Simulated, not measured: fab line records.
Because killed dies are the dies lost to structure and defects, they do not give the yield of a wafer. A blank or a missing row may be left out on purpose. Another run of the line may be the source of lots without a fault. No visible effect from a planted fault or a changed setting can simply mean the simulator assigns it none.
Problem report in the 8D (eight disciplines) form, filled by code	flow n5-finfet	the parts of the form that need people (team, actions taken, sign-off) are left out

1. THE PROBLEM
bias-w at N5_BEOL_M5_ETCH_72 reads a mean of 159.4 W on 6 wafers of 2 lots; wafers without a fault read 150.0 W with a standard deviation of 0.44. Relative to the usual mean, that is a shift of +21 standard deviations.
The step: etches underlayer in N2/H2, target depth 6.5 nm, time 5.2 s.
The first sign was on wafer L900.2 at day 11 15:14, on rie-diel-04. The record has a number at this step for 30 wafers belonging to 10 lots. By rule, "out" or "out of limits" means more than 4 standard deviations away from the usual mean. The rest of the wafers with a number are treated as sound.

2. WHAT IT IS, AND WHAT IT ISN'T
question	is	is not
which readings at this step	bias-w, rf-vpp-V	drypump-motor-current-A, etch-rf-on-time-s, oes-product-au, showerhead-plenum-p-Torr, throttle-valve-pct
which lots	L900, L903	L889, L890, L891, L904, L906, L909, L910, L912
which wafers of those lots	all that have a number	-
read on which tools	rie-diel-04	rie-diel-03, rie-diel-05
when	from day 11 15:14	up to then (9 sound wafers); but 15 sound wafers of L904, L906, L909, L910, L912 came after

3. THE SUSPECTS, EACH WITH WHAT RULES IT OUT
Counting: any tool at a process step up to the reading is kept as a suspect provided that every lot that is out went through it and no sound lot did after the first of them.
- rtp-anneal-02 at N5_BEOL_M4_ANNEAL_51 (time 90 s): ruled out as a lasting fault. Sound lots L904, L906, L909, L912 ran on it after its first lot that is out, L900 (day 11 10:31).
- rie-diel-04 at N5_BEOL_M5_ETCH_72 (etches underlayer in N2/H2, target depth 6.5 nm, time 5.2 s): kept. All lots that are out passed through it, beginning with L900 at day 11 15:14, and no sound lot followed; its final sound lot before that point was L889 at day 7 22:12. Out on those wafers are its own readings of bias-w, rf-vpp-V.
After counting, what remains is rie-diel-04 at N5_BEOL_M5_ETCH_72.

4. THE CAUSE (what the simulator had put in)
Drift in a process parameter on rie-diel-04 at N5_BEOL_M5_ETCH_72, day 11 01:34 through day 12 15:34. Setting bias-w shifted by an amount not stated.
Only this tool survived the counting.

5. THE CHAIN OF EFFECTS, in route order
One row per reading whose mean, taken over the struck wafers that have a number, lies over 3 standard deviations from the usual. Scope: only readings with a usual standard deviation given in the record; hours: median across lots of the time from each lot's start at the first step in this table that gives one to its start at this step; sigmas: change in usual standard deviations.
hours	step	reading	usual	on struck wafers	change	sigmas
0	N5_BEOL_M5_ETCH_72	bias-w	150.0 W	159.4	+9.4	+21
0	N5_BEOL_M5_ETCH_72	rf-vpp-V	524 V	542	+18	+6.0
The process steps in it:
- N5_BEOL_M5_ETCH_72: etches underlayer in N2/H2, target depth 6.5 nm, time 5.2 s.

6. WHAT WOULD HAVE CAUGHT IT SOONER
14 hours passed between the start of the fault at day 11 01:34 and the first reading out of limits in this record, taken at day 11 15:14.
